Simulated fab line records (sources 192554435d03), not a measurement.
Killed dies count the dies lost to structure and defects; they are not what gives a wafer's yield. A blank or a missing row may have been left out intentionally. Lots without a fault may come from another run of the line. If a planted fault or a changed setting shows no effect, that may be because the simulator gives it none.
Chamber matching | flow n5-finfet | N5_BEOL_M1_VIA_ETCH_34 on rie-diel-06 has 4 sister chambers
The step etches the open film in C4F6/O2, target depth 67.8 nm, time 64.4 s. 14 wafers are shown with their chamber, then 7 later ones without.

== WAFERS WITH THEIR CHAMBER ==
wafer  | chamber | throttle-valve-pct (%) | drypump-motor-current-A (A) | showerhead-plenum-p-Torr (Torr)
L074.1 | 1       | 30.68                  | 5.4                         | 2.82
L074.3 | 3       | 30.95                  | 5.4                         | 2.86
L074.5 | 3       | 30.96                  | 5.4                         | 2.86
L080.2 | 1       | 30.69                  | 5.4                         | 2.81
L080.3 | 0       | 30.22                  | 6.3                         | 2.97
L080.4 | 3       | 30.97                  | 5.4                         | 2.85
L095.2 | 3       | 31.00                  | 5.5                         | 2.84
L095.5 | 1       | 30.71                  | 5.4                         | 2.81
L095.6 | 0       | 30.25                  | 6.4                         | 2.96
L090.1 | 3       | 30.98                  | 5.5                         | 2.84
L090.3 | 1       | 30.71                  | 5.4                         | 2.80
L090.6 | 3       | 30.98                  | 5.4                         | 2.84
L091.1 | 2       | 30.57                  | 6.5                         | 2.80
L091.2 | 0       | 30.24                  | 6.4                         | 2.96

SIGNATURES, as means of the wafers listed above
reading                  | chamber 0 | chamber 1 | chamber 2 | chamber 3 | scatter within a chamber
throttle-valve-pct       | 30.2367   | 30.6975   | 30.5700   | 30.9733   | 0.0164
drypump-motor-current-A  | 6.367     | 5.400     | 6.500     | 5.433     | 0.0447
showerhead-plenum-p-Torr | 2.9633    | 2.8100    | 2.8000    | 2.8483    | 0.00866
Rule: a wafer lies at a distance from a chamber equal to the root of the sum of squares, over the readings, of (its reading less the chamber's mean, divided by the reading's scatter). If the next closest chamber is less than 2 further off than the closest, the wafer can't be placed; otherwise it belongs to the closest. The scatter: the root of (the sum of the squares of (reading less its chamber's mean) over the shown wafers, divided by (wafers less chambers)).

== WAFERS WITH NO CHAMBER GIVEN ==
wafer  | throttle-valve-pct (%) | drypump-motor-current-A (A) | showerhead-plenum-p-Torr (Torr)
L091.3 | 30.70                  | 5.4                         | 2.80
L087.1 | 30.24                  | 6.4                         | 2.96
L087.2 | 30.99                  | 5.4                         | 2.84
L087.3 | 30.70                  | 5.4                         | 2.80
L093.2 | 30.24                  | 6.4                         | 2.96
L093.3 | 31.00                  | 5.5                         | 2.84
L093.6 | 30.72                  | 5.4                         | 2.80

== WHICH CHAMBER EACH ONE RAN IN ==
wafer  | from the rows above | in truth
L091.3 | 1                   | 1
L087.1 | 0                   | 0
L087.2 | 3                   | 3
L087.3 | 1                   | 1
L093.2 | 0                   | 0
L093.3 | 3                   | 3
L093.6 | 1                   | 1
7 of 7 placed correctly. Number that these rows cannot place: 0. 0 placed wrongly.
